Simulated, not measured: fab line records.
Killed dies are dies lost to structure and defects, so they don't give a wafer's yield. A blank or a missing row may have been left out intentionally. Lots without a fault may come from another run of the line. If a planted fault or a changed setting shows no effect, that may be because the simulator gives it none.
Problem report in the 8D (eight disciplines) form, filled by code / flow nand harc / the parts of the form that need people (team, actions taken, sign-off) are left out

## 1. WHAT WENT WRONG
On 2 wafers of 1 lot, thk nm at NHARC_A_ONON_D1_THK_MEAS_05 has a mean of 780 nm; fault-free wafers read 1002 nm, standard deviation 12. That puts it -18 standard deviations away from the usual mean.
The step: measures by ellipsometry.
First observed at day 11 21:51: wafer L753.5, on film metro-01. At this step, 39 wafers from 13 lots have a number in the record. Rule for "out", or "out of limits": more than 4 standard deviations from the usual mean. All remaining wafers that have a number are taken as sound.

## 2. WHAT IT IS, AND WHAT IT ISN'T
question=which readings at this step | is=thk nm | is not=-
question=which lots | is=L753 | is not=L744, L746, L750, L752, L757, L758, L760, L762, L764, L765, L766, L767
question=which wafers of those lots | is=L753.5, L753.6 | is not=L753.3
question=read on which gauges | is=film metro-01 | is not=film metro-02
question=when | is=from day 11 21:51 | is not=up to then (13 sound wafers); but 24 sound wafers of L757, L758, L760, L762, L764, L765, L766, L767 came after

## 3. SUSPECTS, AND WHAT RULES EACH OUT
Counting: if a tool at a process step up to the reading ran every lot that is out, it stays a suspect. Sound lots after the first of them don't rule it out here, since some wafers of a struck lot are sound.
- the gauge at NHARC_A_ONON_D1_THK_MEAS_05 is ruled out. All the wafers that are out were read on film metro-01, but those of them that NHARC_END_SORT_01 has rows for are out there too, on other tools.
- rie diel-08 at NHARC_P_BONDPAD_ACTIVATE_29 (chemistry N2, time 60 s): kept. It ran the lot that is out, L753 (day 10 19:47); its last sound lot up to then is L744 (day 6 15:56).
- rtp anneal-01 at NHARC_A_ZERO_WELL_RTA_16 (time 10 s): kept. It ran the lot that is out, L753 (day 10 22:20); its last sound lot up to then is L744 (day 6 18:23).
- pecvd onon-03 at NHARC_A_ONON_D1_DEP_03 (target thk 1000 nm): kept. It ran the lot that is out, L753 (day 11 21:28); its last sound lot up to then is L746 (day 8 20:01).
- Within rie diel-08 at NHARC_P_BONDPAD_ACTIVATE_29: the wafers that are out ran in chambers 0, 1; their sound lot-mates ran in chamber 3.
Still standing after the count: rie diel-08 at NHARC_P_BONDPAD_ACTIVATE_29, rtp anneal-01 at NHARC_A_ZERO_WELL_RTA_16, pecvd onon-03 at NHARC_A_ONON_D1_DEP_03.

## 4. THE CAUSE (what the simulator had put in)
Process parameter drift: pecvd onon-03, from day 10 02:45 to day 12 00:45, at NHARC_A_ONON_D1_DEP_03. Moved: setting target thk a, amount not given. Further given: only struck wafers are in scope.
This tool is one of the 3 suspects left after counting.

## 5. THE CHAIN OF EFFECTS, in route order
Each row: a reading whose mean over the struck wafers that have a number lies more than 3 standard deviations from the usual. Only readings whose record carries a usual standard deviation are examined. hours: median over the lots of the time between each lot's start at the first step of this table that gives one and its start at this step. sigmas: the change, counted in usual standard deviations.
hours=0; step=NHARC_A_ONON_D1_THK_MEAS_05; reading=thk nm; usual=1002 nm; on struck wafers=780; change=-222; sigmas=-18
hours=399; step=NHARC_END_SORT_01; reading=killed at array; usual=52; on struck wafers=674; change=+622; sigmas=+35
hours=399; step=NHARC_END_SORT_01; reading=killed dies; usual=56; on struck wafers=677; change=+621; sigmas=+37

## 6. WHAT WOULD HAVE CAUGHT IT SOONER
Counted from the fault's start at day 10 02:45, it took 43 hours until the first out-of-limits reading at a measuring or inspecting step in this record, taken at day 11 21:51.
Each of the lots that are out, 1 in all, had begun NHARC_A_ONON_D1_DEP_03 on pecvd onon-03 no later than day 11 21:51. None of them would have been spared by holding the tool at that moment.
